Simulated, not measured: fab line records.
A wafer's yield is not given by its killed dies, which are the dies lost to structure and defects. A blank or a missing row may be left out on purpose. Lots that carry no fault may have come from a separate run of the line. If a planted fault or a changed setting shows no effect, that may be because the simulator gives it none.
Chamber matching / flow n5 finfet / N5_GATE_CUT_CMP_02 on cmp-03 has 4 sister chambers
The step polishes, stops on SiO2, t overpolish 12.7 s, target thk 0 nm. 8 wafers are shown with their chamber, then 7 later ones without.

== WAFERS, EACH WITH ITS CHAMBER ==
wafer=L470.2; chamber=0; motor current A (A)=10.1; edge zone pressure frac=1.009
wafer=L476.1; chamber=3; motor current A (A)=8.3; edge zone pressure frac=0.996
wafer=L476.3; chamber=2; motor current A (A)=8.1; edge zone pressure frac=0.996
wafer=L478.3; chamber=1; motor current A (A)=8.7; edge zone pressure frac=1.012
wafer=L478.4; chamber=0; motor current A (A)=9.7; edge zone pressure frac=0.995
wafer=L478.5; chamber=1; motor current A (A)=8.8; edge zone pressure frac=1.013
wafer=L482.1; chamber=2; motor current A (A)=8.2; edge zone pressure frac=1.000
wafer=L482.3; chamber=3; motor current A (A)=8.0; edge zone pressure frac=0.996

== WAFERS WHOSE CHAMBER IS MISSING ==
wafer=L482.5; motor current A (A)=8.5; edge zone pressure frac=1.000
wafer=L483.2; motor current A (A)=10.6; edge zone pressure frac=1.003
wafer=L483.4; motor current A (A)=8.8; edge zone pressure frac=0.999
wafer=L483.5; motor current A (A)=10.5; edge zone pressure frac=1.003
wafer=L485.1; motor current A (A)=8.6; edge zone pressure frac=1.002
wafer=L485.5; motor current A (A)=8.0; edge zone pressure frac=0.997
wafer=L485.6; motor current A (A)=8.4; edge zone pressure frac=1.000

== EACH ONE'S CHAMBER ==
wafer=L482.5; from the rows above=can't be placed: 2 or 3 or 1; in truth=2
wafer=L483.2; from the rows above=0; in truth=0
wafer=L483.4; from the rows above=can't be placed: 1 or 2 or 3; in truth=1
wafer=L483.5; from the rows above=0; in truth=0
wafer=L485.1; from the rows above=can't be placed: 1 or 2 or 3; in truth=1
wafer=L485.5; from the rows above=can't be placed: 2 or 3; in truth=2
wafer=L485.6; from the rows above=can't be placed: 2 or 3 or 1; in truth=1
Placed correctly: 2 of 7. From these rows, 5 cannot be placed; in 5 the true chamber is one of the candidates. Number placed wrongly: 0.
How it was worked out, from the rows above alone: a wafer's distance from a chamber is the root of the sum, over the readings, of the square of ((its reading less the chamber's mean) divided by the reading's scatter). The wafer belongs to the nearest chamber; if the next one is less than 2 further off, it can't be placed. The mean given for a chamber averages the wafers shown for that chamber. The scatter: take each reading less its chamber's mean, square it, sum over the shown wafers, divide by the number of wafers less the number of chambers, and take the root.
